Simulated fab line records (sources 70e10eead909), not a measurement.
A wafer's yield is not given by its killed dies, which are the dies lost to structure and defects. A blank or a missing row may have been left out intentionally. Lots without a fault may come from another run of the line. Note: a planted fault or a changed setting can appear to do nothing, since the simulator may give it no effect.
Chamber matching	flow nand harc	NHARC_A_CHANNEL_FILL_D1_ALD_16 on ald hk-03: 4 sister chambers
The step deposits SiO2, target thk 1.5 nm, pulse time 10 s, ald cycles 15. 16 wafers are shown with their chamber, then 8 later ones without.

## WAFERS, EACH WITH ITS CHAMBER
wafer	chamber	heater power w (W)	precursor pulse height rel
L074.1	2	466	1.006
L074.2	3	428	0.984
L074.3	0	492	0.996
L077.2	1	469	0.971
L077.4	0	487	1.004
L077.6	0	470	0.973
L080.1	1	467	1.048
L080.2	0	471	0.959
L080.6	2	484	1.017
L083.1	2	488	0.975
L083.2	0	471	1.014
L083.6	0	471	0.991
L089.1	1	459	1.013
L089.2	2	486	1.002
L089.6	0	495	0.988
L088.2	3	424	1.022

SIGNATURES (means of the wafers above)
reading	chamber 0	chamber 1	chamber 2	chamber 3	scatter within a chamber
heater power w	479.57	465.00	481.00	426.00	9.71
precursor pulse height rel	0.98929	1.01067	1.00000	1.00300	0.0236
Rule: for each reading, subtract the chamber's mean from the wafer's reading, divide by that reading's scatter and square the result; add these up over the readings and take the root, which gives the wafer's distance from the chamber. The wafer belongs to the nearest chamber; if the next one is less than 2 further off, it can't be placed. The scatter: the root of (the sum of the squares of (reading less its chamber's mean) over the shown wafers, divided by (wafers less chambers)).

## WAFERS MISSING THEIR CHAMBER
wafer	heater power w (W)	precursor pulse height rel
L088.4	475	1.008
L088.5	466	1.027
L090.1	419	1.004
L090.3	478	0.997
L090.6	468	0.979
L094.1	491	1.019
L094.3	479	0.975
L094.6	416	0.991

## WHICH CHAMBER EACH WENT THROUGH
wafer	from the rows above	in truth
L088.4	can't be placed: 2 or 0 or 1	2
L088.5	can't be placed: 1 or 2 or 0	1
L090.1	3	3
L090.3	can't be placed: 2 or 0 or 1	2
L090.6	can't be placed: 0 or 1 or 2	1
L094.1	can't be placed: 2 or 0 or 1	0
L094.3	can't be placed: 0 or 2 or 1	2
L094.6	3	3
2 of 8 placed correctly. Not placeable from these rows: 6 (in 6, the candidates include the true chamber). Placed wrongly: 0.
